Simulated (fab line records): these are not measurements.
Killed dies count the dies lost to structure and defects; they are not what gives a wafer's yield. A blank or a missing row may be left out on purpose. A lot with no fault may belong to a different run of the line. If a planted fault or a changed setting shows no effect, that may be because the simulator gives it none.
A struck lot beside a sound one :: flow nand harc :: 15 steps out of a route of 1302
Sound: wafers L684.2, L684.5, L684.6. Wafers L686.1, L686.2, L686.6 were the ones struck. The cause is given at the end.
Order at every step that has rows: each side's tool, ch and its chambers, its first start. Under that, the readings that differ: sound wafers :: struck wafers :: difference of the means :: sigmas: that difference in standard deviations of wafers without a fault.
alike: same words and numbers on both sides, and readings whose means sit less than 2 such deviations apart. not compared: any withheld reading, any reading some wafer has no value for, any bound like >300 that may hide the same value, and any number with overlapping values for which the record gives no deviation.
The two part at a step that has a row with sigmas, a row that says differs or no value, or rows on one side only. Numbers that don't overlap but have no deviation are shown without sigmas and don't part them. A reading missing from all wafers of one side parts the sides only when that side holds two or more wafers.

first, 7 steps without rows for these wafers: NHARC_A_SGD_CUT_COAT_57 (time 65 s); NHARC_A_SGD_CUT_COAT_03 (resist thk 90 nm); NHARC_A_SGD_CUT_SOFTBAKE_04 (time 55 s); NHARC_A_SGD_CUT_EBR_05; NHARC_A_SGD_CUT_EXPOSE_06 (exposes mask SGD); NHARC_A_SGD_CUT_PEB_07 (peb time 65 s); NHARC_A_SGD_CUT_DEVELOP_08 (develop time 35 s).
NHARC_A_SGD_CUT_CD_MEAS_09: the cd target is 100 nm.
  sound on cd sem-02 ch 0, day 24 20:07; struck on cd sem-01 ch 0, day 25 00:15
  alike: cd nm
NHARC_A_SGD_CUT_OVL_MEAS_10:
  sound: overlay-02 at day 24 20:12; struck: overlay-01 at day 25 00:20
  alike: overlay x nm, overlay y nm
NHARC_A_SGD_CUT_INSPECT_11:
  sound: defect inspect-01 at day 24 20:16; struck: defect inspect-02 at day 25 00:23
  alike: raw defect count
NHARC_A_SGD_CUT_DESCUM_14: chemistry O2, time 3 s.
  sound on rie diel-08 ch 0,3, day 24 20:19; struck on rie diel-12 ch 0,3, day 25 00:26
reading: showerhead plenum p Torr (Torr)
sound: 2.03 2.03 2.02
struck: 1.80 1.86 1.80
difference: -0.21
sigmas: -3
  alike: drypump motor current A, oes product au, rf vpp V, throttle valve pct
  not compared: rf hours counter h
NHARC_A_SGD_CUT_ETCH_58: etches the open film in CF4, target depth 39 nm, time 65 s.
  sound on rie diel-08 ch 1,2,3, day 24 20:25; struck on rie diel-12 ch 0,1, day 25 00:32
  alike: bias w, cf4 flow sccm, drypump motor current A, oes product au, rf vpp V, showerhead plenum p Torr, throttle valve pct
  not compared: rf hours counter h
NHARC_A_SGD_CUT_ETCH_59: etches the open film in N2/H2, target depth 260 nm, time 406.25 s.
  sound on rie diel-08 ch 0,1, day 24 20:31; struck on rie diel-12 ch 0,3, day 25 00:38
  no value came back on the struck wafers for any of 9 readings (bias w (W), chamber pressure mTorr (mTorr) and others); on the sound wafers bias w (W) reads 150.4 150.0 150.1
  not compared: rf hours counter h
NHARC_A_SGD_CUT_ETCH_15: etches the open film in CH3F/O2, target depth 75 nm, time 64.3 s.
  sound on rie diel-08 ch 0,1; struck on rie diel-12 ch 1,3
  alike: bias w, ch3f flow sccm, drypump motor current A, oes product au, rf vpp V, showerhead plenum p Torr, throttle valve pct
  not compared: rf hours counter h
-- record jumps: 6 days between struck wafers' starts before vs after; left off in module A_SGD_CUT, resumes in module END, first step shown is number 1302 of the route --
NHARC_END_SORT_01:
  only the struck wafers appear in the record here, on prober-01 ch 0 at day 31 08:15; the sound ones have no rows

== WHERE THEY PART ==
At NHARC_A_SGD_CUT_DESCUM_14 first; at NHARC_END_SORT_01 last (within this record only).

WHY: what had been put in by the simulator
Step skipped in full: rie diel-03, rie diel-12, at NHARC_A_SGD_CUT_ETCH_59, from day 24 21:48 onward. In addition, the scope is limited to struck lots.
